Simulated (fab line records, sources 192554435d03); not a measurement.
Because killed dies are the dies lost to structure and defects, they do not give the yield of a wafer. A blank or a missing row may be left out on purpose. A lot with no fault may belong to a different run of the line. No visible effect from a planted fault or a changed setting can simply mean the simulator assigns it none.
Which tool did it? -- flow n5_finfet -- Sampling: 24 lots, 72 wafers, 6 of 1938 route steps

== WHAT THE GAUGES SHOWED, per wafer ==
No reading from a measuring or inspecting step in the record can be judged against a usual standard deviation.

== EACH LOT AND THE TOOL THAT RAN IT (in order: tool; ch and the chambers of the sampled wafers; start) ==
lot,N5_BEOL_M1_ALD_98,N5_BEOL_M1_DEGAS_44,N5_BEOL_M1_SURFACE_TREAT_85,N5_BEOL_M1_ANNEAL_95,N5_BEOL_M1_SPUTTER_96,N5_BEOL_M1_PRE_CLEAN_60
L074,"ald_sin-04 ch 0,1, day 6 01:35","pvd_sputter-02, day 6 06:08","pvd_sputter-02, day 6 06:29","pvd_sputter-03, day 6 08:25","pvd_sputter-03, day 6 08:34","cvd_co-02 ch 1,2, day 6 09:23"
L075,"ald_sin-04 ch 0,2,3, day 6 21:46","pvd_sputter-03, day 6 22:44","pvd_sputter-03, day 6 23:03","pvd_sputter-03, day 7 00:55","pvd_sputter-03, day 7 01:04","cvd_co-02 ch 1,2, day 7 01:53"
L076,"ald_sin-02 ch 0,2, day 6 23:35","pvd_sputter-01, day 7 03:30","pvd_sputter-01, day 7 03:55","pvd_sputter-01, day 7 05:46","pvd_sputter-01, day 7 05:54","cvd_co-01 ch 0,2, day 7 06:48"
L077,"ald_sin-04 ch 0,2,3, day 7 01:19","pvd_sputter-01, day 7 04:02","pvd_sputter-03, day 7 04:46","pvd_sputter-03, day 7 06:51","pvd_sputter-03, day 7 06:59","cvd_co-02 ch 0,1, day 7 07:57"
L078,"ald_sin-04 ch 0,1,2, day 7 01:30","pvd_sputter-02, day 7 10:56","pvd_sputter-03, day 7 11:17","pvd_sputter-02, day 7 13:08","pvd_sputter-02, day 7 13:16","cvd_co-01 ch 0,1,2, day 7 14:08"
L079,"ald_sin-04 ch 0,2, day 7 12:17","pvd_sputter-01, day 7 13:36","pvd_sputter-03, day 7 13:56","pvd_sputter-03, day 7 15:49","pvd_sputter-03, day 7 15:57","cvd_co-02 ch 0,1,2, day 7 17:05"
L080,"ald_sin-01 ch 2,3, day 7 18:29","pvd_sputter-01, day 8 01:15","pvd_sputter-02, day 8 02:05","pvd_sputter-02, day 8 04:17","pvd_sputter-02, day 8 04:25","cvd_co-01 ch 1,2, day 8 05:19"
L082,"ald_sin-04 ch 2,3, day 8 02:34","pvd_sputter-01, day 8 04:52","pvd_sputter-03, day 8 05:20","pvd_sputter-02, day 8 08:31","pvd_sputter-02, day 8 08:39","cvd_co-01 ch 0,2, day 8 09:57"
L081,"ald_sin-01 ch 0,1,2, day 8 06:05","pvd_sputter-03, day 8 07:37","pvd_sputter-03, day 8 08:05","pvd_sputter-03, day 8 09:59","pvd_sputter-03, day 8 10:08","cvd_co-02 ch 0,1,2, day 8 11:09"
L083,"ald_sin-01 ch 0,1, day 8 09:20","pvd_sputter-03, day 8 10:33","pvd_sputter-03, day 8 10:53","pvd_sputter-02, day 8 12:49","pvd_sputter-02, day 8 12:58","cvd_co-01 ch 0,1, day 8 13:47"
L084,"ald_sin-01 ch 0,1,2, day 8 15:59","pvd_sputter-01, day 8 19:59","pvd_sputter-03, day 8 20:26","pvd_sputter-03, day 8 22:34","pvd_sputter-03, day 8 22:43","cvd_co-02 ch 1,2, day 8 23:33"
L085,"ald_sin-01 ch 1,3, day 9 00:40","pvd_sputter-02, day 9 03:31","pvd_sputter-02, day 9 03:55","pvd_sputter-02, day 9 05:45","pvd_sputter-02, day 9 05:53","cvd_co-01 ch 0,1,2, day 9 07:12"
L086,"ald_sin-02 ch 0,1,2, day 9 11:13","pvd_sputter-01, day 9 13:04","pvd_sputter-03, day 9 13:25","pvd_sputter-03, day 9 15:17","pvd_sputter-03, day 9 15:26","cvd_co-01 ch 0,1,2, day 9 16:28"
L087,"ald_sin-02 ch 1,2,3, day 9 13:51","pvd_sputter-02, day 9 14:41","pvd_sputter-02, day 9 15:11","pvd_sputter-02, day 9 17:07","pvd_sputter-02, day 9 17:16","cvd_co-02 ch 0,1, day 9 18:06"
L088,"ald_sin-01 ch 0,2, day 9 20:56","pvd_sputter-02, day 9 22:08","pvd_sputter-03, day 9 23:52","pvd_sputter-02, day 10 01:48","pvd_sputter-02, day 10 01:56","cvd_co-02 ch 1,2, day 10 03:01"
L089,"ald_sin-04 ch 0,1,2, day 10 02:04","pvd_sputter-01, day 10 03:45","pvd_sputter-01, day 10 04:09","pvd_sputter-01, day 10 05:59","pvd_sputter-01, day 10 06:08","cvd_co-02 ch 0,1,2, day 10 06:57"
L090,"ald_sin-02 ch 0,1, day 10 06:31","pvd_sputter-03, day 10 08:14","pvd_sputter-03, day 10 08:41","pvd_sputter-03, day 10 11:00","pvd_sputter-03, day 10 11:08","cvd_co-01 ch 0,1,2, day 10 12:19"
L091,"ald_sin-01 ch 0,1, day 10 11:57","pvd_sputter-02, day 10 14:19","pvd_sputter-01, day 10 14:39","pvd_sputter-01, day 10 16:29","pvd_sputter-01, day 10 16:38","cvd_co-01 ch 0,1, day 10 17:27"
L092,"ald_sin-01 ch 1,2,3, day 10 15:57","pvd_sputter-02, day 10 23:22","pvd_sputter-03, day 10 23:43","pvd_sputter-01, day 11 02:00","pvd_sputter-01, day 11 02:08","cvd_co-02 ch 0,1,2, day 11 03:13"
L093,"ald_sin-02 ch 0,1,2, day 10 19:55","pvd_sputter-03, day 11 03:07","pvd_sputter-01, day 11 04:43","pvd_sputter-01, day 11 06:38","pvd_sputter-01, day 11 06:47","cvd_co-02 ch 0,1,2, day 11 07:45"
L094,"ald_sin-01 ch 0,3, day 11 00:05","pvd_sputter-02, day 11 02:31","pvd_sputter-03, day 11 02:57","pvd_sputter-03, day 11 04:49","pvd_sputter-03, day 11 04:57","cvd_co-02 ch 1,2, day 11 05:47"
L095,"ald_sin-02 ch 0,3, day 11 04:21","pvd_sputter-03, day 11 08:20","pvd_sputter-02, day 11 08:47","pvd_sputter-03, day 11 10:38","pvd_sputter-03, day 11 10:47","cvd_co-02 ch 0,1, day 11 12:58"
L096,"ald_sin-02 ch 0,1,3, day 11 13:46","pvd_sputter-03, day 11 18:05","pvd_sputter-02, day 11 18:50","pvd_sputter-01, day 11 21:53","pvd_sputter-01, day 11 22:02","cvd_co-01 ch 1,2, day 11 23:08"
L097,"ald_sin-04 ch 2,3, day 12 06:28","pvd_sputter-02, day 12 08:22","pvd_sputter-03, day 12 08:52","pvd_sputter-03, day 12 10:55","pvd_sputter-03, day 12 11:03","cvd_co-02 ch 0,1,2, day 12 12:08"
- N5_BEOL_M1_ALD_98: deposits SiO2, target thk 2.5 nm, pulse time 1 s, co reactant pulse time 1 s.
- N5_BEOL_M1_DEGAS_44: time 60 s.
- N5_BEOL_M1_SURFACE_TREAT_85
- N5_BEOL_M1_ANNEAL_95: time 240 s.
- N5_BEOL_M1_SPUTTER_96: material Cu, target thk 4.5 nm, time 8.29 s.
- N5_BEOL_M1_PRE_CLEAN_60: time 15 s.

== AS READ BY THE TOOLS THEMSELVES (means over the sampled wafers that have a number; for cases with no such wafer, the mark the record gives instead) ==
N5_BEOL_M1_ALD_98.
lot,tool,heater_power_w (W),precursor_pulse_height_rel
L074,ald_sin-04,73,0.999
L075,ald_sin-04,75,0.971
L076,ald_sin-02,79,0.985
L077,ald_sin-04,76,1.005
L078,ald_sin-04,72,0.999
L079,ald_sin-04,71,1.014
L080,ald_sin-01,76,0.998
L082,ald_sin-04,74,0.992
L081,ald_sin-01,78,1.011
L083,ald_sin-01,76,0.992
L084,ald_sin-01,76,0.994
L085,ald_sin-01,72,1.003
L086,ald_sin-02,77,1.014
L087,ald_sin-02,75,1.010
L088,ald_sin-01,78,1.007
L089,ald_sin-04,72,0.990
L090,ald_sin-02,80,0.987
L091,ald_sin-01,76,1.018
L092,ald_sin-01,74,1.008
L093,ald_sin-02,77,0.985
L094,ald_sin-01,74,1.019
L095,ald_sin-02,77,1.017
L096,ald_sin-02,77,0.988
L097,ald_sin-04,74,1.000

N5_BEOL_M1_DEGAS_44.
lot,tool,heater_power_w (W)
L074,pvd_sputter-02,311
L075,pvd_sputter-03,340
L076,pvd_sputter-01,382
L077,pvd_sputter-01,358
L078,pvd_sputter-02,265
L079,pvd_sputter-01,367
L080,pvd_sputter-01,382
L082,pvd_sputter-01,344
L081,pvd_sputter-03,320
L083,pvd_sputter-03,320
L084,pvd_sputter-01,332
L085,pvd_sputter-02,294
L086,pvd_sputter-01,383
L087,pvd_sputter-02,321
L088,pvd_sputter-02,313
L089,pvd_sputter-01,364
L090,pvd_sputter-03,324
L091,pvd_sputter-02,294
L092,pvd_sputter-02,291
L093,pvd_sputter-03,337
L094,pvd_sputter-02,289
L095,pvd_sputter-03,325
L096,pvd_sputter-03,335
L097,pvd_sputter-02,292

N5_BEOL_M1_ANNEAL_95.
lot,tool,heater_power_w (W)
L074,pvd_sputter-03,852
L075,pvd_sputter-03,801
L076,pvd_sputter-01,897
L077,pvd_sputter-03,800
L078,pvd_sputter-02,740
L079,pvd_sputter-03,834
L080,pvd_sputter-02,720
L082,pvd_sputter-02,725
L081,pvd_sputter-03,806
L083,pvd_sputter-02,730
L084,pvd_sputter-03,802
L085,pvd_sputter-02,722
L086,pvd_sputter-03,793
L087,pvd_sputter-02,793
L088,pvd_sputter-02,729
L089,pvd_sputter-01,865
L090,pvd_sputter-03,807
L091,pvd_sputter-01,848
L092,pvd_sputter-01,854
L093,pvd_sputter-01,976
L094,pvd_sputter-03,795
L095,pvd_sputter-03,810
L096,pvd_sputter-01,930
L097,pvd_sputter-03,772

N5_BEOL_M1_SPUTTER_96.
lot,tool,throttle_valve_pct (%)
L074,pvd_sputter-03,30.5
L075,pvd_sputter-03,30.4
L076,pvd_sputter-01,29.1
L077,pvd_sputter-03,30.3
L078,pvd_sputter-02,30.0
L079,pvd_sputter-03,31.1
L080,pvd_sputter-02,29.8
L082,pvd_sputter-02,30.3
L081,pvd_sputter-03,30.9
L083,pvd_sputter-02,29.8
L084,pvd_sputter-03,30.9
L085,pvd_sputter-02,30.3
L086,pvd_sputter-03,30.9
L087,pvd_sputter-02,30.0
L088,pvd_sputter-02,30.1
L089,pvd_sputter-01,28.0
L090,pvd_sputter-03,30.3
L091,pvd_sputter-01,29.2
L092,pvd_sputter-01,27.8
L093,pvd_sputter-01,29.8
L094,pvd_sputter-03,30.2
L095,pvd_sputter-03,30.9
L096,pvd_sputter-01,30.0
L097,pvd_sputter-03,30.8

N5_BEOL_M1_PRE_CLEAN_60.
lot,tool,heater_power_w (W)
L074,cvd_co-02,124
L075,cvd_co-02,100
L076,cvd_co-01,72
L077,cvd_co-02,117
L078,cvd_co-01,83
L079,cvd_co-02,108
L080,cvd_co-01,83
L082,cvd_co-01,83
L081,cvd_co-02,109
L083,cvd_co-01,97
L084,cvd_co-02,125
L085,cvd_co-01,85
L086,cvd_co-01,84
L087,cvd_co-02,116
L088,cvd_co-02,125
L089,cvd_co-02,109
L090,cvd_co-01,83
L091,cvd_co-01,95
L092,cvd_co-02,108
L093,cvd_co-02,109
L094,cvd_co-02,101
L095,cvd_co-02,133
L096,cvd_co-01,85
L097,cvd_co-02,110

== THE ANSWER, worked out from the rows above alone ==
Rule: the lots themselves supply what counts as usual. Put in order of their means at a reading, lots are off if they are a third of the lots or fewer, leave a main group of 4 or more, and stand apart from it by a gap of 3 or more times the standard deviation of the main group's means; of several such gaps the widest counts. A main group is skipped when, at the precision printed for the reading in the tables above, its means are all equal. Also off: a lot with no number at a reading for which 4 or more lots have one. Any other lot the step has rows for is counted as sound. First the gauges in route order, then the tools' own readings, where a lot's mean is used as printed above. At the first step where some lot is off, the reading lying furthest off is the one used; lots without a number count as furthest.
None of the lots is off at any reading shown; this tells nothing.

== WHAT THE SIMULATOR PUT IN ==
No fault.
